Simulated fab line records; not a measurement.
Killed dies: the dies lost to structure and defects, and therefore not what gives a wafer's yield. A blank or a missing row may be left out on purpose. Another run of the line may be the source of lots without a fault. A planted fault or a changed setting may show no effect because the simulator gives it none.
Chamber matching :: flow n5 finfet :: ald sin-02 running N5_FIN_SAQP_ALD_61: 4 sister chambers
The step deposits SiO2, target thk 4 nm, pulse time 1 s, purge time 2 s. 18 wafers are shown with their chamber, then 9 later ones without.

== WAFERS PAIRED WITH THEIR CHAMBERS ==
wafer: L074.1
chamber: 0
heater power w (W): 495
precursor pulse height rel: 0.989
susceptor temp C (C): 300.04

wafer: L074.2
chamber: 3
heater power w (W): 443
precursor pulse height rel: 0.982
susceptor temp C (C): 300.08

wafer: L074.3
chamber: 1
heater power w (W): 450
precursor pulse height rel: 0.997
susceptor temp C (C): 299.78

wafer: L080.1
chamber: 3
heater power w (W): 451
precursor pulse height rel: 0.985
susceptor temp C (C): 299.85

wafer: L080.4
chamber: 2
heater power w (W): 422
precursor pulse height rel: 1.027
susceptor temp C (C): 300.03

wafer: L080.6
chamber: 0
heater power w (W): 491
precursor pulse height rel: 1.014
susceptor temp C (C): 300.00

wafer: L082.1
chamber: 1
heater power w (W): 445
precursor pulse height rel: 1.004
susceptor temp C (C): 300.20

wafer: L082.4
chamber: 0
heater power w (W): 484
precursor pulse height rel: 0.979
susceptor temp C (C): 300.02

wafer: L082.5
chamber: 0
heater power w (W): 491
precursor pulse height rel: 1.030
susceptor temp C (C): 300.24

wafer: L083.1
chamber: 2
heater power w (W): 416
precursor pulse height rel: 0.981
susceptor temp C (C): 300.19

wafer: L083.2
chamber: 3
heater power w (W): 437
precursor pulse height rel: 0.956
susceptor temp C (C): 300.21

wafer: L083.5
chamber: 0
heater power w (W): 493
precursor pulse height rel: 0.974
susceptor temp C (C): 299.44

wafer: L087.1
chamber: 1
heater power w (W): 446
precursor pulse height rel: 1.001
susceptor temp C (C): 299.89

wafer: L087.2
chamber: 0
heater power w (W): 501
precursor pulse height rel: 1.017
susceptor temp C (C): 299.99

wafer: L087.6
chamber: 3
heater power w (W): 441
precursor pulse height rel: 1.002
susceptor temp C (C): 299.78

wafer: L088.2
chamber: 2
heater power w (W): 405
precursor pulse height rel: 0.979
susceptor temp C (C): 299.94

wafer: L088.5
chamber: 0
heater power w (W): 508
precursor pulse height rel: 1.008
susceptor temp C (C): 300.24

wafer: L088.6
chamber: 1
heater power w (W): 432
precursor pulse height rel: 1.007
susceptor temp C (C): 299.80

SIGNATURES, as means of the wafers listed above
reading: heater power w
chamber 0: 494.71
chamber 1: 443.25
chamber 2: 414.33
chamber 3: 443.00
scatter within a chamber: 7.54

reading: precursor pulse height rel
chamber 0: 1.00157
chamber 1: 1.00225
chamber 2: 0.99567
chamber 3: 0.98125
scatter within a chamber: 0.0194

reading: susceptor temp C
chamber 0: 299.9957
chamber 1: 299.9175
chamber 2: 300.0533
chamber 3: 299.9800
scatter within a chamber: 0.223
Rule: a wafer's distance from a chamber is the root of the sum, over the readings, of the square of ((its reading less the chamber's mean) divided by the reading's scatter). The wafer belongs to the nearest chamber; if the next one is less than 2 further off, it can't be placed. The scatter: the root of (the sum of the squares of (reading less its chamber's mean) over the shown wafers, divided by (wafers less chambers)).

== WAFERS WHOSE CHAMBER IS MISSING ==
wafer: L090.2
heater power w (W): 436
precursor pulse height rel: 1.015
susceptor temp C (C): 299.91

wafer: L090.3
heater power w (W): 500
precursor pulse height rel: 0.984
susceptor temp C (C): 299.36

wafer: L090.4
heater power w (W): 400
precursor pulse height rel: 0.997
susceptor temp C (C): 299.79

wafer: L094.4
heater power w (W): 438
precursor pulse height rel: 1.004
susceptor temp C (C): 300.15

wafer: L094.5
heater power w (W): 426
precursor pulse height rel: 0.981
susceptor temp C (C): 300.26

wafer: L094.6
heater power w (W): 402
precursor pulse height rel: 0.980
susceptor temp C (C): 299.95

wafer: L097.4
heater power w (W): 426
precursor pulse height rel: 1.031
susceptor temp C (C): 299.90

wafer: L097.5
heater power w (W): 404
precursor pulse height rel: 0.968
susceptor temp C (C): 300.42

wafer: L097.6
heater power w (W): 446
precursor pulse height rel: 0.967
susceptor temp C (C): 299.92

== EACH ONE'S CHAMBER ==
wafer: L090.2
from the rows above: can't be placed: 1 or 3 or 2
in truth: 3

wafer: L090.3
from the rows above: 0
in truth: 0

wafer: L090.4
from the rows above: 2
in truth: 2

wafer: L094.4
from the rows above: can't be placed: 1 or 3 or 2
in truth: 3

wafer: L094.5
from the rows above: can't be placed: 2 or 3 or 1
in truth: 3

wafer: L094.6
from the rows above: 2
in truth: 2

wafer: L097.4
from the rows above: can't be placed: 2 or 1 or 3
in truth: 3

wafer: L097.5
from the rows above: 2
in truth: 2

wafer: L097.6
from the rows above: can't be placed: 3 or 1
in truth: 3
Placed correctly: 4 of 9. Not placeable from these rows: 5 (in 5, the candidates include the true chamber). Placed wrongly: 0.
